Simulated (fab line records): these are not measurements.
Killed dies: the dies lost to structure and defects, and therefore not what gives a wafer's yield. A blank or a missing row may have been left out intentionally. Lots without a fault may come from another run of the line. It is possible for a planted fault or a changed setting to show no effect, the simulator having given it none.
A struck lot beside a sound one + flow n5Finfet + 16 steps out of a route of 1938
Sound: these wafers, L646.2, L646.3, L646.5. Struck: wafer L657.1 (left out: L657.2, L657.5 of the same lot, which were not struck); the cause appears at the end.
Order at every step that has rows: each side's tool, ch and its chambers, its first start. Under that, the readings that differ: sound wafers + struck wafers + difference of the means + sigmas: that difference in standard deviations of wafers without a fault.
alike: readings whose means differ by less than 2 such deviations, and words and numbers that are the same on both sides. not compared: withheld readings, readings that some wafer has no value for, bounds like >300 that may hide the same value, and numbers for which the record gives no deviation and whose values overlap.
The two part at a step that has a row with sigmas, a row that says differs or no value, or rows on one side only. Numbers that have no deviation but don't overlap get no sigmas and don't part them. Lack of a reading on every wafer of one side parts them only where that side has two or more wafers.

N5_BEOL_M4_SPUTTER_92: material Cu, target thk 4.5 nm, time 8.29 s.
  sound on pvdSputter-01, day 11 08:16; struck on pvdSputter-01, day 14 01:15
  alike: throttleValvePct
N5_BEOL_M4_ANNEAL_93: time 240 s.
  sound on pvdSputter-01, day 11 08:21; struck on pvdSputter-01, day 14 01:20
| reading          | sound       | struck | difference | sigmas |
|------------------|-------------|--------|------------|--------|
| heaterPowerW (W) | 963 818 947 | 734    | -175       | -2     |
  alike: susceptor_temp_C_max
N5_BEOL_M4_SPUTTER_94: material Cu, target thk 4.5 nm, time 8.29 s.
  sound on pvdSputter-01, day 11 08:29; struck on pvdSputter-01, day 14 01:28
  alike: throttleValvePct
then, 5 steps without rows for these wafers: N5_BEOL_M4_ANNEAL_95 (time 240 s); N5_BEOL_M4_SPUTTER_96 (material Cu, target thk 4.5 nm, time 8.29 s); N5_BEOL_M4_ECD_50 (material Cu, target thk 300 nm); N5_BEOL_M4_ANNEAL_51 (time 90 s); N5_BEOL_M4_CMP_52 (polishes, stops on SiOC, t overpolish 6.8 s, target thk 40 nm).
N5_BEOL_M4_THK_MEAS_53: measures by xrf.
  sound on filmMetro-02, day 11 09:30; struck on filmMetro-01, day 14 02:34
  alike: M4_THK
N5_BEOL_M4_PRE_CLEAN_60: time 15 s.
  sound on cvdCo-01 ch 0,2, day 11 09:37; struck on cvdCo-01 ch 2, day 14 02:36
  alike: heaterPowerW
N5_BEOL_M4_CO_CAP_55: material Co, precursor CCTBA/H2, target thk 2 nm, time 102.1 s.
  sound on cvdCo-01 ch 0,2, day 11 09:40; struck on cvdCo-01 ch 2, day 14 02:38
  alike: heaterPowerW
then, 1 step without rows for these wafers: N5_BEOL_M4_PRE_CLEAN_56 (time 15 s).
N5_BEOL_M4_DEP_57: deposits SiCN from 3MS/NH3, target thk 8 nm, time 14 s.
  sound on pecvd-01 ch 0,1,2, day 11 09:47; struck on pecvd-01 ch 1, day 14 02:46
| reading                                 | sound     | struck | difference | sigmas |
|-----------------------------------------|-----------|--------|------------|--------|
| model.SiCN_of_BEOL_M4_DEP_57.thkNm (nm) | 7.8 7.6 8 | 10     | +2         |        |
  alike: showerheadPlenumPTorr, throttleValvePct
N5_BEOL_M4_RS_MEAS_58: measurement is done with a four-point probe.
  sound on filmMetro-01, day 11 09:51; struck on filmMetro-02, day 14 02:52
  alike: M4_RS
N5_BEOL_M4_RC_MEAS_101:
  sound on prober-01 ch 0, day 11 10:03; struck on prober-01 ch 0, day 14 02:55
| reading        | sound          | struck | difference | sigmas |
|----------------|----------------|--------|------------|--------|
| IOFF_P (nA/um) | 0.20 0.18 0.19 | 0.27   | +0.08      | +2     |
  alike: DIBL_N, DIBL_P, IOFF_N, ION_N, ION_P, SS_N, SS_P, VT_N, VT_P
-- the record jumps here: 5 days lie between the struck wafers' starts before and after (it left off in module BEOL_M4 and takes up again in module PASSIVATION, whose first step shown is number 1936 of the route) --
N5_PASSIVATION_PROBE_49:
  the record has rows for the struck wafers here (prober-02, day 18 18:51) and none for the sound ones

## WHERE THEY PART
Earliest at N5_BEOL_M4_ANNEAL_93; latest, in this record, at N5_PASSIVATION_PROBE_49.

WHY: what had been put in by the simulator
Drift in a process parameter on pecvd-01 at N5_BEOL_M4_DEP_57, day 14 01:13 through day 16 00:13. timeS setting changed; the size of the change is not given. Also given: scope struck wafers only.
